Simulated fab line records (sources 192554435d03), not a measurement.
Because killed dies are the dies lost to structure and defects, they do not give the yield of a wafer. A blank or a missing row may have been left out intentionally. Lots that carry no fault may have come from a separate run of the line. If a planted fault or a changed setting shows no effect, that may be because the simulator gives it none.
Matching of chambers    flow n5-finfet    4 sister chambers for N5_BEOL_M3_CMP_52 on cmp-02
The step polishes, stops on SiOC, t overpolish 6.8 s, target thk 40 nm. 8 wafers are shown with their chamber, then 8 later ones without.

== WAFERS, EACH WITH ITS CHAMBER ==
wafer   chamber  motor-current-A (A)  time-to-endpoint-s (s)
L901.4  2        5.9                  62
L904.3  3        6.3                  63
L904.4  1        6.5                  60
L904.6  3        6.2                  64
L905.1  0        6.2                  61
L905.2  1        6.3                  57
L905.5  0        6.2                  63
L906.4  2        5.7                  61

== WAFERS MISSING THEIR CHAMBER ==
wafer   motor-current-A (A)  time-to-endpoint-s (s)
L906.5  6.2                  65
L906.6  6.7                  62
L907.2  6.0                  60
L907.3  6.5                  60
L907.4  5.8                  61
L910.1  6.0                  61
L910.3  6.1                  63
L910.5  6.1                  67

== WHICH CHAMBER EACH ONE RAN IN ==
wafer   from the rows above                in truth
L906.5  can't be placed: 3 or 0            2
L906.6  can't be placed: 1 or 3 or 0       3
L907.2  can't be placed: 2 or 0 or 3 or 1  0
L907.3  can't be placed: 1 or 0            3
L907.4  2                                  2
L910.1  can't be placed: 2 or 0 or 3       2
L910.3  can't be placed: 0 or 3 or 2       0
L910.5  can't be placed: 3 or 0 or 2       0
Placed correctly: 1 of 8. Not placeable from these rows: 7 (in 5, the candidates include the true chamber). Wrongly placed: 0.
How it was worked out, from the rows above alone: a wafer's distance from a chamber is the root of the sum, over the readings, of the square of ((its reading less the chamber's mean) divided by the reading's scatter). The wafer belongs to the nearest chamber; if the next one is less than 2 further off, it can't be placed. The mean given for a chamber averages the wafers shown for that chamber. The scatter: the root of (the sum of the squares of (reading less its chamber's mean) over the shown wafers, divided by (wafers less chambers)).
